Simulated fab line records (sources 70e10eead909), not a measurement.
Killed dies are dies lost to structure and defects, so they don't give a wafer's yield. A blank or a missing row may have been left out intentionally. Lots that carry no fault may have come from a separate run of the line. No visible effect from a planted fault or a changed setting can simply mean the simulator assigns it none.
Matching of chambers + flow nand-harc + NHARC_P_STI_CMP_21 on cmp-04: 4 sister chambers
The step polishes, t overpolish 20 s, target thk 380.67 nm. 8 wafers are shown with their chamber, then 9 later ones without.

WAFERS WITH THEIR CHAMBER
| wafer  | chamber | motor-current-A (A) | overpolish-run-s (s) |
|--------|---------|---------------------|----------------------|
| L076.5 | 0       | 13.1                | 19.996               |
| L078.5 | 0       | 13.3                | 20.006               |
| L087.3 | 1       | 12.0                | 20.002               |
| L088.4 | 3       | 13.1                | 19.999               |
| L088.5 | 2       | 10.9                | 19.980               |
| L089.3 | 3       | 11.8                | 20.005               |
| L089.4 | 1       | 13.1                | 19.991               |
| L089.6 | 2       | 11.4                | 19.974               |

WAFERS MISSING THEIR CHAMBER
| wafer  | motor-current-A (A) | overpolish-run-s (s) |
|--------|---------------------|----------------------|
| L091.1 | 12.7                | 20.012               |
| L091.2 | 13.2                | 19.996               |
| L091.5 | 12.3                | 19.981               |
| L092.1 | 12.4                | 20.015               |
| L092.3 | 12.6                | 19.990               |
| L092.4 | 13.0                | 20.000               |
| L097.1 | 11.7                | 20.012               |
| L097.2 | 12.0                | 19.991               |
| L097.5 | 13.0                | 19.990               |

WHICH CHAMBER EACH WENT THROUGH
| wafer  | from the rows above               | in truth |
|--------|-----------------------------------|----------|
| L091.1 | can't be placed: 3 or 0 or 1      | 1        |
| L091.2 | can't be placed: 0 or 1 or 3      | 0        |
| L091.5 | can't be placed: 2 or 1 or 3 or 0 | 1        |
| L092.1 | can't be placed: 3 or 0 or 1      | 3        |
| L092.3 | can't be placed: 1 or 3 or 0      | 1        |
| L092.4 | can't be placed: 0 or 1 or 3      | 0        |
| L097.1 | can't be placed: 3 or 1 or 0      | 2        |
| L097.2 | can't be placed: 1 or 3 or 0 or 2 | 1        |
| L097.5 | can't be placed: 1 or 0 or 3      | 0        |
Placed correctly: 0 of 9. Cannot be placed on the basis of these rows: 9; the candidates contain the true chamber in 8. Placed wrongly: 0.
How it was worked out, from the rows above alone: a wafer's distance from a chamber is the root of the sum, over the readings, of the square of ((its reading less the chamber's mean) divided by the reading's scatter). The wafer belongs to the nearest chamber; if the next one is less than 2 further off, it can't be placed. A chamber's mean is the mean of its shown wafers. The scatter is the square root of a quotient: the sum, over the shown wafers, of each reading's squared deviation from its chamber's mean, divided by wafers minus chambers.
